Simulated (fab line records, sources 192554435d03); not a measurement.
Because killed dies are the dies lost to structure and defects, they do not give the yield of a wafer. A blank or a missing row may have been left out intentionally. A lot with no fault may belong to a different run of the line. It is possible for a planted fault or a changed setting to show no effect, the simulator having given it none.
fab line records + flow n5_finfet
record:
- lots: 7
- wafers: 39
route steps=1938 shown FIN_SAQP@102 FIN_CUT@169 DUMMY_GATE@250
start_h: hours from the record's opening day to when the first of the lot's shown wafers began + wait_h: time in hours since the lot's previous step + " same as the row above + L1.1+2: a row that stands for several wafers + - value missing, or start not given + * or withheld: withheld + < > ~ a bound
route shown NAME@n: names a module that has steps shown in the file, with the first one's number in the route + usual: mean/standard deviation of fault-free wafers + same: alike in all rows + chamber/n: place in a boat + sites: per-site readings + _std_site: standard deviation of those values + _edge_site: inner sites' mean taken away from outer sites' mean + radius_mm: for every site, how far away it sits from the centre of the wafer + mask NAME#n: copy n + behind: the most recent tool/chamber to have shaped the wafer + hold: the reason the lot was held/the length of the hold in hours/how it ended + device: transistor that didn't switch, given as n, p or np + end of line: at the end of the route, the tests of the same wafers + a step without rows: its recipe alone + killed: dies that structure and defects cost at the first sort, which is not the same as the wafer's yield + map: the dies of a wafer, with x for killed, . for not killed, _ for no die there
set.NAME: setting as actually run; set.NAME@STEP: the setting as run at that earlier step + model.NAME: the simulator's own value behind a step, which no gauge read
lots with deliberately changed settings; one table per step, one row per wafer
== steps ==
step: N5_FIN_SAQP_HM_DEP_72
recipe:
- material: SiO2
- target_thk_a: 120
- temp_c: 400
- precursor: SiH4/N2O
- pressure_torr: 0.75
- rf_w: 275
- time_s: 7.2
| lot.wafer | tool     | chamber | start_h | wait_h | set.time_s | model.SiO2_of_FIN_SAQP_HM_DEP_72.thk_nm |
|-----------|----------|---------|---------|--------|------------|-----------------------------------------|
| L076.1    | pecvd-02 | 2       | 33.27   | 0.0    | 7.2        | 11.69                                   |
| L076.2    | "        | 0       | "       | "      | 7.2        | 11.68                                   |
| L076.3    | "        | 1       | "       | "      | 7.2        | 11.88                                   |
| L076.4    | "        | 2       | "       | "      | 8.329      | 13.98                                   |
| L076.5    | "        | 0       | "       | "      | 8.329      | 14.08                                   |
| L076.6    | "        | 1       | "       | "      | 8.329      | 13.86                                   |
| L080.1    | pecvd-04 | 0       | 58.02   | 0.0    | 6.511      | 11.04                                   |
| L080.2    | "        | 2       | "       | "      | 7.2        | 12.11                                   |
| L080.3    | "        | 1       | "       | "      | 7.2        | 12.13                                   |
| L080.4    | "        | 2       | "       | "      | 6.511      | 10.95                                   |
| L080.5    | "        | 1       | "       | "      | 7.2        | 12.2                                    |
| L080.6    | "        | 0       | "       | "      | 6.511      | 11.06                                   |
| L081.1    | pecvd-02 | 2       | 63.13   | 0.0    | 7.2        | 11.94                                   |
| L081.2    | "        | 1       | "       | "      | 7.2        | 11.79                                   |
| L081.3    | "        | 0       | "       | "      | 6.246      | 10.15                                   |
| L081.4    | "        | 1       | "       | "      | 7.2        | 11.93                                   |
| L081.5    | "        | 2       | "       | "      | 6.246      | 10.59                                   |
| L081.6    | "        | 0       | "       | "      | 6.246      | 10.3                                    |
| L083.1+2  | pecvd-02 | 0,2     | 75.55   | 0.0    | 7.2        | 12.02                                   |
| L083.3    | "        | 1       | "       | "      | 6.294      | 10.49                                   |
| L083.4    | "        | 1       | "       | "      | 6.294      | 10.55                                   |
| L083.5    | "        | 2       | "       | "      | 6.294      | 10.74                                   |
| L083.6    | "        | 0       | "       | "      | 7.2        | 12.31                                   |
| L084.1    | pecvd-03 | 2       | 81.55   | 0.0    | 7.2        | 12.1                                    |
| L084.2    | "        | 0       | "       | "      | 7.2        | 12.03                                   |
| L084.3    | "        | 1       | "       | "      | 6.367      | 10.61                                   |
| L084.4    | "        | 1       | "       | "      | 7.2        | 12.08                                   |
| L084.5    | "        | 0       | "       | "      | 6.367      | 10.71                                   |
| L084.6    | "        | 2       | "       | "      | 6.367      | 10.7                                    |
| L086.3    | pecvd-02 | 1       | 93.79   | 0.0    | 7.2        | 11.97                                   |
| L086.4    | "        | 1       | "       | "      | 7.2        | 11.98                                   |
| L086.5    | "        | 0       | "       | "      | 7.2        | 12.01                                   |
| L087.1    | pecvd-04 | 2       | 99.66   | 0.0    | 7.2        | 11.8                                    |
| L087.2    | "        | 1       | "       | "      | 7.2        | 11.72                                   |
| L087.3    | "        | 0       | "       | "      | 7.2        | 11.91                                   |
| L087.4    | "        | 0       | "       | "      | 6.342      | 10.62                                   |
| L087.5    | "        | 1       | "       | "      | 6.342      | 10.56                                   |
| L087.6    | "        | 2       | "       | "      | 6.342      | 10.51                                   |
step: N5_FIN_SAQP_COAT_49
recipe:
- resist: SOC
- temp_c: 250
- time_s: 60
- spin_rpm: 1500
- resist_thk_nm: 100
step: N5_FIN_SAQP_COAT_50
recipe:
- resist: SiARC
- temp_c: 220
- time_s: 60
- spin_rpm: 1500
- resist_thk_nm: 35
step: N5_FIN_SAQP_ETCH_52
recipe:
- chemistry: N2/H2
- target: SOC
- target_depth_a: 1000
- overetch_a: 200
- mask_material: SiARC
- temp_c: 40
- time_s: 150
- ion_energy_ev: 200
- pressure_mtorr: 30
- source_w: 840
- bias_w: 150
- n2_flow_sccm: 200
- h2_flow_sccm: 200
- ends: end_point
step: N5_FIN_SAQP_STRIP_53
recipe:
- chemistry: N2/H2
- temp_c: 40
- n2_flow_sccm: 200
- h2_flow_sccm: 200
- rf_frequency_hz: 6e+07
step: N5_FIN_SAQP_HM_OPEN_73
recipe:
- chemistry: CHF3/O2
- target: SiO2
- stop_on: a-Si
- target_depth_a: 120
- over_etch_frac: 1.8
- mask_material: SOC
- time_s: 16.8
- pressure_mtorr: 30
- source_w: 650
- bias_w: 170
- Ar_flow_sccm: 200
- CHF3_flow_sccm: 50
- O2_flow_sccm: 5
- ion_energy_ev: 200
- ends: end_point
| lot.wafer | tool        | chamber | start_h | wait_h | set.time_s@FIN_SAQP_HM_DEP_72 | model.etch.depth_nm |
|-----------|-------------|---------|---------|--------|-------------------------------|---------------------|
| L076.1    | rie_diel-02 | 2       | 33.89   | 0.0    | 7.2                           | 11.69               |
| L076.2    | "           | 0       | "       | "      | 7.2                           | 11.68               |
| L076.3    | "           | 1       | "       | "      | 7.2                           | 11.88               |
| L076.4    | "           | 3       | "       | "      | 8.329                         | 13.98               |
| L076.5    | "           | 2       | "       | "      | 8.329                         | 14.08               |
| L076.6    | "           | 3       | "       | "      | 8.329                         | 13.86               |
| L080.1    | rie_diel-02 | 3       | 58.76   | 0.0    | 6.511                         | 11.04               |
| L080.2    | "           | 2       | "       | "      | 7.2                           | 12.11               |
| L080.3    | "           | 0       | "       | "      | 7.2                           | 12.13               |
| L080.4    | "           | 1       | "       | "      | 6.511                         | 10.95               |
| L080.5    | "           | 3       | "       | "      | 7.2                           | 12.2                |
| L080.6    | "           | 0       | "       | "      | 6.511                         | 11.06               |
| L081.1    | rie_diel-02 | 3       | 64.32   | 0.0    | 7.2                           | 11.94               |
| L081.2    | "           | 1       | "       | "      | 7.2                           | 11.79               |
| L081.3    | "           | 0       | "       | "      | 6.246                         | 10.15               |
| L081.4    | "           | 2       | "       | "      | 7.2                           | 11.93               |
| L081.5    | "           | 3       | "       | "      | 6.246                         | 10.59               |
| L081.6    | "           | 0       | "       | "      | 6.246                         | 10.3                |
| L083.1+2  | rie_diel-03 | 1,0     | 76.37   | 0.0    | 7.2                           | 12.02               |
| L083.3    | "           | 3       | "       | "      | 6.294                         | 10.49               |
| L083.4    | "           | 0       | "       | "      | 6.294                         | 10.55               |
| L083.5    | "           | 3       | "       | "      | 6.294                         | 10.74               |
| L083.6    | "           | 1       | "       | "      | 7.2                           | 12.31               |
| L084.1    | rie_diel-03 | 1       | 82.36   | 0.0    | 7.2                           | 12.1                |
| L084.2    | "           | 3       | "       | "      | 7.2                           | 12.03               |
| L084.3    | "           | 0       | "       | "      | 6.367                         | 10.61               |
| L084.4    | "           | 1       | "       | "      | 7.2                           | 12.08               |
| L084.5    | "           | 3       | "       | "      | 6.367                         | 10.71               |
| L084.6    | "           | 0       | "       | "      | 6.367                         | 10.7                |
| L086.3    | rie_diel-02 | 2       | 94.87   | 0.0    | 7.2                           | 11.97               |
| L086.4    | "           | 2       | "       | "      | 7.2                           | 11.98               |
| L086.5    | "           | 3       | "       | "      | 7.2                           | 12.01               |
| L087.1    | rie_diel-03 | 0       | 100.62  | 0.0    | 7.2                           | 11.8                |
| L087.2    | "           | 3       | "       | "      | 7.2                           | 11.72               |
| L087.3    | "           | 2       | "       | "      | 7.2                           | 11.91               |
| L087.4    | "           | 0       | "       | "      | 6.342                         | 10.62               |
| L087.5    | "           | 3       | "       | "      | 6.342                         | 10.56               |
| L087.6    | "           | 2       | "       | "      | 6.342                         | 10.51               |
step: N5_FIN_CUT_ETCH_21
recipe:
- chemistry: N2/H2
- target: SOC
- target_depth_a: 2190
- overetch_a: 438
- mask_material: SiARC
- temp_c: 40
- ion_energy_ev: 100
- bias_w: 61
- time_s: 523.5
- pressure_mtorr: 30
- source_w: 850
- n2_flow_sccm: 200
- h2_flow_sccm: 200
usual:
- rf_vpp_V: 241.3/1.2
| lot.wafer | tool        | chamber | start_h | wait_h | set.bias_w | rf_vpp_V |
|-----------|-------------|---------|---------|--------|------------|----------|
| L076.1    | rie_diel-04 | 2       | 39.33   | 0.0    | 61         | 239.1    |
| L076.2    | "           | 0       | "       | "      | 61         | 242.3    |
| L076.3    | "           | 3       | "       | "      | 51.85      | 217.7    |
| L076.4    | "           | 1       | "       | "      | 51.85      | 217.2    |
| L076.5    | "           | 0       | "       | "      | 51.85      | 218.7    |
| L076.6    | "           | 1       | "       | "      | 61         | 241.7    |
| L080.1    | rie_diel-01 | 0       | 63.43   | 0.0    | 61         | 242.0    |
| L080.2    | "           | 2       | "       | "      | 72.34      | 268.3    |
| L080.3    | "           | 1       | "       | "      | 61         | 239.4    |
| L080.4    | "           | 3       | "       | "      | 72.34      | 268.1    |
| L080.5    | "           | 0       | "       | "      | 61         | 240.0    |
| L080.6    | "           | 3       | "       | "      | 72.34      | 269.9    |
| L081.1    | rie_diel-05 | 3       | 69.45   | 0.0    | 51.28      | 217.0    |
| L081.2    | "           | 1       | "       | "      | 61         | 240.1    |
| L081.3    | "           | 0       | "       | "      | 51.28      | 216.1    |
| L081.4    | "           | 2       | "       | "      | 61         | 241.8    |
| L081.5    | "           | 1       | "       | "      | 51.28      | 213.9    |
| L081.6    | "           | 2       | "       | "      | 61         | 240.9    |
| L083.1    | rie_diel-01 | 0       | 80.98   | 0.0    | 61         | 242.8    |
| L083.2    | "           | 1       | "       | "      | 61         | 242.2    |
| L083.3    | "           | 3       | "       | "      | 61         | 240.3    |
| L083.4    | "           | 2       | "       | "      | 61         | 240.2    |
| L083.5    | "           | 2       | "       | "      | 61         | 240.6    |
| L083.6    | "           | 1       | "       | "      | 61         | 242.6    |
| L084.1    | rie_diel-01 | 3       | 88.81   | 0.0    | 61         | 241.7    |
| L084.2    | "           | 2       | "       | "      | 51.54      | 216.5    |
| L084.3    | "           | 0       | "       | "      | 51.54      | 217.8    |
| L084.4    | "           | 1       | "       | "      | 61         | 241.4    |
| L084.5    | "           | 3       | "       | "      | 51.54      | 217.1    |
| L084.6    | "           | 0       | "       | "      | 61         | 241.9    |
| L086.3    | rie_diel-01 | 2       | 101.38  | 0.0    | 61         | 240.8    |
| L086.4    | "           | 3       | "       | "      | 61         | 243.4    |
| L086.5    | "           | 3       | "       | "      | 61         | 240.8    |
| L087.1    | rie_diel-01 | 1       | 105.92  | 0.0    | 66.27      | 253.4    |
| L087.2    | "           | 0       | "       | "      | 66.27      | 256.3    |
| L087.3    | "           | 3       | "       | "      | 61         | 241.3    |
| L087.4    | "           | 0       | "       | "      | 66.27      | 257.1    |
| L087.5    | "           | 1       | "       | "      | 61         | 241.9    |
| L087.6    | "           | 3       | "       | "      | 61         | 240.7    |
step: N5_DUMMY_GATE_ETCH_42
recipe:
- chemistry: CHF3/O2
- target: SiO2
- target_depth_a: 35
- time_s: 31
- ion_energy_ev: 30
- bias_w: 12
- pressure_mtorr: 30
- source_w: 600
- Ar_flow_sccm: 200
- CHF3_flow_sccm: 50
- O2_flow_sccm: 5
usual:
- rf_vpp_V: 42.5/1.1
| lot.wafer | tool        | chamber | start_h | wait_h | set.bias_w | rf_vpp_V |
|-----------|-------------|---------|---------|--------|------------|----------|
| L076.1    | rie_diel-05 | 1       | 60.82   | 0.0    | 12.7       | 43.0     |
| L076.2    | "           | 0       | "       | "      | 12         | 44.7     |
| L076.3    | "           | 3       | "       | "      | 12         | 40.5     |
| L076.4    | "           | 2       | "       | "      | 12         | 41.3     |
| L076.5    | "           | 2       | "       | "      | 12.7       | 44.6     |
| L076.6    | "           | 3       | "       | "      | 12.7       | 43.2     |
| L080.1    | rie_diel-01 | 3       | 83.28   | 0.0    | 12         | 43.5     |
| L080.2    | "           | 0       | "       | "      | 12         | 42.7     |
| L080.3    | "           | 1       | "       | "      | 10.53      | 39.7     |
| L080.4    | "           | 2       | "       | "      | 10.53      | 38.9     |
| L080.5    | "           | 2       | "       | "      | 10.53      | 38.4     |
| L080.6    | "           | 3       | "       | "      | 12         | 43.2     |
| L081.1    | rie_diel-05 | 3       | 88.68   | 0.0    | 11.29      | 40.2     |
| L081.2    | "           | 0       | "       | "      | 12         | 43.5     |
| L081.3    | "           | 1       | "       | "      | 11.29      | 39.0     |
| L081.4    | "           | 2       | "       | "      | 12         | 42.8     |
| L081.5    | "           | 1       | "       | "      | 12         | 41.6     |
| L081.6    | "           | 2       | "       | "      | 11.29      | 40.9     |
| L083.1    | rie_diel-01 | 1       | 100.60  | 0.0    | 14.21      | 48.6     |
| L083.2    | "           | 3       | "       | "      | 12         | 42.7     |
| L083.3    | "           | 0       | "       | "      | 12         | 43.6     |
| L083.4    | "           | 2       | "       | "      | 14.21      | 47.8     |
| L083.5    | "           | 0       | "       | "      | 12         | 43.7     |
| L083.6    | "           | 3       | "       | "      | 14.21      | 48.9     |
| L084.1    | rie_diel-04 | 0       | 108.60  | 0.0    | 12         | 43.4     |
| L084.2    | "           | 2       | "       | "      | 9.985      | 37.4     |
| L084.3    | "           | 3       | "       | "      | 12         | 42.4     |
| L084.4    | "           | 1       | "       | "      | 9.985      | 36.0     |
| L084.5    | "           | 2       | "       | "      | 12         | 42.3     |
| L084.6    | "           | 1       | "       | "      | 9.985      | 36.5     |
| L086.3    | rie_diel-04 | 2       | 123.34  | 0.0    | 12         | 42.1     |
| L086.4    | "           | 0       | "       | "      | 12         | 44.8     |
| L086.5    | "           | 3       | "       | "      | 12         | 42.7     |
| L087.1    | rie_diel-01 | 1       | 125.47  | 0.1    | 12         | 43.2     |
| L087.2    | "           | 0       | "       | "      | 11.41      | 40.9     |
| L087.3    | "           | 1       | "       | "      | 12         | 42.0     |
| L087.4    | "           | 0       | "       | "      | 12         | 43.5     |
| L087.5    | "           | 1       | "       | "      | 11.41      | 40.7     |
| L087.6    | "           | 0       | "       | "      | 11.41      | 42.6     |
== key ==
split:
- step: N5_FIN_SAQP_HM_DEP_72
- setting: time_s
- stated: 7.2
- by: wafer
response:
- step: N5_FIN_SAQP_HM_DEP_72
- reading: model.SiO2_of_FIN_SAQP_HM_DEP_72.thk_nm
- change: +0.123
- per: 1%
- r: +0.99
response:
- step: N5_FIN_SAQP_HM_OPEN_73
- reading: model.etch.depth_nm
- change: +0.123
- per: 1%
- r: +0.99
split:
- step: N5_FIN_CUT_ETCH_21
- setting: bias_w
- stated: 61
- by: wafer
response:
- step: N5_FIN_CUT_ETCH_21
- reading: rf_vpp_V
- change: +1.56
- per: 1%
- r: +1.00
split:
- step: N5_DUMMY_GATE_ETCH_42
- setting: bias_w
- stated: 12
- by: wafer
response:
- step: N5_DUMMY_GATE_ETCH_42
- reading: rf_vpp_V
- change: +0.321
- per: 1%
- r: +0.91
